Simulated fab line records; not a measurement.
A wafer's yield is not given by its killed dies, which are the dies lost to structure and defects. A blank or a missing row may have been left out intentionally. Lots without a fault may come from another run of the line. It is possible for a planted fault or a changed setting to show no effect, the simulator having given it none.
What tool caused it? + flow nand_harc + 12 lots with 36 wafers sampled at 4 steps, on a route of 1302 steps

## WHAT EACH GAUGE READ, for each wafer
NHARC_A_CHANNEL_FILL_D1_INSPECT_13.
| lot  | measured     | on                | raw_defect_count |
|------|--------------|-------------------|------------------|
| L075 | day 11 10:07 | defect_inspect-01 | 205 391 220      |
| L077 | day 12 07:50 | defect_inspect-02 | 186 251 217      |
| L079 | day 12 21:02 | defect_inspect-02 | 167 209 430      |
| L081 | day 14 04:39 | defect_inspect-01 | 223 242 279      |
| L083 | day 14 20:26 | defect_inspect-02 | 548 470 190      |
| L084 | day 15 15:47 | defect_inspect-02 | 140 253 221      |
| L087 | day 16 21:37 | defect_inspect-02 | 337 164 229      |
| L089 | day 17 03:52 | defect_inspect-02 | 363 316 279      |
| L091 | day 17 17:46 | defect_inspect-01 | 289 299 288      |
| L094 | day 19 01:36 | defect_inspect-02 | 275 394 242      |
| L095 | day 19 20:16 | defect_inspect-02 | 207 331 364      |
| L097 | day 20 08:47 | defect_inspect-01 | 196 189 149      |

## WHAT TOOL EACH LOT RAN ON (gives the tool, then ch and the chambers of the sampled wafers, and finally the start)
| lot  | NHARC_A_CHANNEL_HOLE_D1_XSEM_31 | NHARC_A_CHANNEL_FILL_D1_ALD_02   | NHARC_A_CHANNEL_FILL_D1_ALD_03                 |
|------|---------------------------------|----------------------------------|------------------------------------------------|
| L075 | xsem-01 ch 0, day 9 08:37       | ald_hk-01 ch 0,1,3, day 9 09:20  | ald_sin_batch-03 ch 0, day 11 10:07 or earlier |
| L077 | xsem-02 ch 0, day 10 04:34      | ald_hk-04 ch 0,1,2, day 10 05:01 | ald_sin_batch-03 ch 0, day 12 07:50 or earlier |
| L079 | xsem-01 ch 0, day 10 20:35      | ald_hk-03 ch 1,3, day 10 20:56   | ald_sin_batch-03 ch 0, day 12 21:02 or earlier |
| L081 | xsem-01 ch 0, day 11 22:21      | ald_hk-03 ch 0,1,3, day 11 22:38 | ald_sin_batch-01 ch 0, day 14 04:39 or earlier |
| L083 | xsem-01 ch 0, day 12 16:36      | ald_hk-04 ch 0,1,3, day 12 17:02 | ald_sin_batch-01 ch 0, day 14 20:26 or earlier |
| L084 | xsem-02 ch 0, day 13 14:37      | ald_hk-03 ch 0,3, day 13 15:41   | ald_sin_batch-02 ch 0, day 15 15:47 or earlier |
| L087 | xsem-02 ch 0, day 14 18:23      | ald_hk-03 ch 0,3, day 14 18:41   | ald_sin_batch-03 ch 0, day 16 21:37 or earlier |
| L089 | xsem-01 ch 0, day 15 00:38      | ald_hk-03 ch 0,2,3, day 15 01:41 | ald_sin_batch-03 ch 0, day 17 03:52 or earlier |
| L091 | xsem-01 ch 0, day 15 13:56      | ald_hk-04 ch 1,2,3, day 15 14:19 | ald_sin_batch-03 ch 0, day 17 17:46 or earlier |
| L094 | xsem-02 ch 0, day 16 22:14      | ald_hk-01 ch 0,2,3, day 16 23:37 | ald_sin_batch-03 ch 0, day 19 01:36 or earlier |
| L095 | xsem-02 ch 0, day 17 18:19      | ald_hk-04 ch 0,2,3, day 17 18:37 | ald_sin_batch-02 ch 0, day 19 20:16 or earlier |
| L097 | xsem-02 ch 0, day 18 09:15      | ald_hk-04 ch 0,1,3, day 18 09:33 | ald_sin_batch-01 ch 0, day 20 08:47 or earlier |
- NHARC_A_CHANNEL_HOLE_D1_XSEM_31
- NHARC_A_CHANNEL_FILL_D1_ALD_02: deposits SiO2, target thk 6 nm, pulse time 10 s, ald cycles 60.
- NHARC_A_CHANNEL_FILL_D1_ALD_03: deposits SiNx, target thk 6 nm, pulse time 60 s, ald cycles 58.

## THE ANSWER, worked out from the rows above alone
Rule: the usual values come from the lots themselves. Put in order of their means at a reading, lots are off if they are a third of the lots or fewer, leave a main group of 4 or more, and stand apart from it by a gap of 3 or more times the standard deviation of the main group's means; of several such gaps the widest counts. If all means in a main group match to the digits the tables above print for the reading, that group is not used. A lot without any number at a reading at which 4 lots or more have one is off too. Any other lot the step has rows for is counted as sound.
No lot is off at any reading shown: from this, nothing can be told.

## WHAT WAS PUT IN BY THE SIMULATOR
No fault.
